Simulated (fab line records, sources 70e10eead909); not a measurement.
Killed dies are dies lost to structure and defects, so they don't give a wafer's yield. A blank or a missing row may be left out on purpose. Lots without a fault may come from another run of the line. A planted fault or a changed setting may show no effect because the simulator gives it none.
Problem report in the 8D (eight disciplines) form, filled by code | flow nand_harc | the parts of the form that need people (team, actions taken, sign-off) are left out

1. THE PROBLEM
raw_defect_count at NHARC_P_M2_INSPECT_27 reads a mean of 1458 on 6 wafers of 2 lots; wafers without a fault read 316 with a standard deviation of 120. That is +9.5 standard deviations from the usual mean.
First seen on wafer L551.2, day 13 10:00, on defect_inspect-02. The record holds 33 wafers of 11 lots with a number at this step. Rule for "out", or "out of limits": more than 4 standard deviations from the usual mean. The other wafers with a number count as sound.

2. WHAT IT IS AND WHAT IT IS NOT
question                    | is                     | is not
which readings at this step | raw_defect_count       | -
which lots                  | L551, L552             | L537, L539, L540, L542, L543, L544, L545, L547, L557
which wafers of those lots  | all that have a number | -
read on which gauges        | defect_inspect-02      | defect_inspect-01
when                        | from day 13 10:00      | up to then (24 sound wafers); but 3 sound wafers of L557 came after

3. SUSPECTS, AND WHAT RULES EACH OUT
Counting: a tool at a process step up to the reading stays a suspect if it ran every lot that is out and no sound lot after the first of them.
- the gauge at NHARC_P_M2_INSPECT_27: ruled out. All the wafers that are out were read on defect_inspect-02, but those of them that NHARC_END_SORT_01 has rows for are out there too, on other tools.
- cmp-02 at NHARC_P_M2_CMP_23 (polishes, t overpolish 20 s, target thk 144.3 nm): kept. It ran every lot that is out, first L551 (day 13 09:32), and no sound lot after that; its last sound lot up to then is L547 (day 12 00:11).
Left after counting: cmp-02 at NHARC_P_M2_CMP_23.

4. THE CAUSE (what the simulator had put in)
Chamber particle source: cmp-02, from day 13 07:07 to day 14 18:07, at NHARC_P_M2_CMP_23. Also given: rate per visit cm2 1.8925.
Counting left only this tool.

5. THE CHAIN OF EFFECTS, in route order
Each row: a reading whose mean over the struck wafers that have a number lies more than 3 standard deviations from the usual. Only readings for which the record gives a usual standard deviation are gone through. hours: the time from each lot's start at the first step in this table that gives one to its start at this step, as a median over the lots. sigmas: the change in usual standard deviations.
hours | step                  | reading              | usual  | on struck wafers | change | sigmas
0     | NHARC_P_M2_INSPECT_27 | raw_defect_count     | 316    | 1458             | +1142  | +9.5
425   | NHARC_END_SORT_01     | defect_limited_yield | 91.6 % | 17.2             | -74.3  | -31
425   | NHARC_END_SORT_01     | killed_at_periphery  | 4.2    | 531.0            | +526.8 | +99 or more
425   | NHARC_END_SORT_01     | killed_dies          | 57     | 560              | +503   | +31
425   | NHARC_END_SORT_01     | sort_bin_2_pct       | 3.0 %  | 36.2             | +33.2  | +33
425   | NHARC_END_SORT_01     | sort_bin_3_pct       | 0.6 %  | 9.0              | +8.4   | +27
425   | NHARC_END_SORT_01     | sort_bin_4_pct       | 4.8 %  | 37.6             | +32.9  | +22
425   | NHARC_END_SORT_01     | sort_n_pass          | 620    | 117              | -503   | -31
425   | NHARC_END_SORT_01     | sort_rim_yield_pct   | 90 %   | 16               | -74    | -18
425   | NHARC_END_SORT_01     | sort_yield_pct       | 91.6 % | 17.2             | -74.3  | -31

6. WHAT WOULD HAVE CAUGHT IT SOONER
In this record the first reading out of limits at a measuring or inspecting step was taken at day 13 10:00, 3 hours after the fault began at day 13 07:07.
Of the tool readings at NHARC_P_M2_CMP_23 for which the record gives a usual standard deviation, none was out on any struck wafer, so an alarm limit of 4 standard deviations on them would not have fired.
Of the lots that are out (2), L552 began NHARC_P_M2_CMP_23 on cmp-02 after day 13 10:00. A hold on the tool at that time would have spared it.
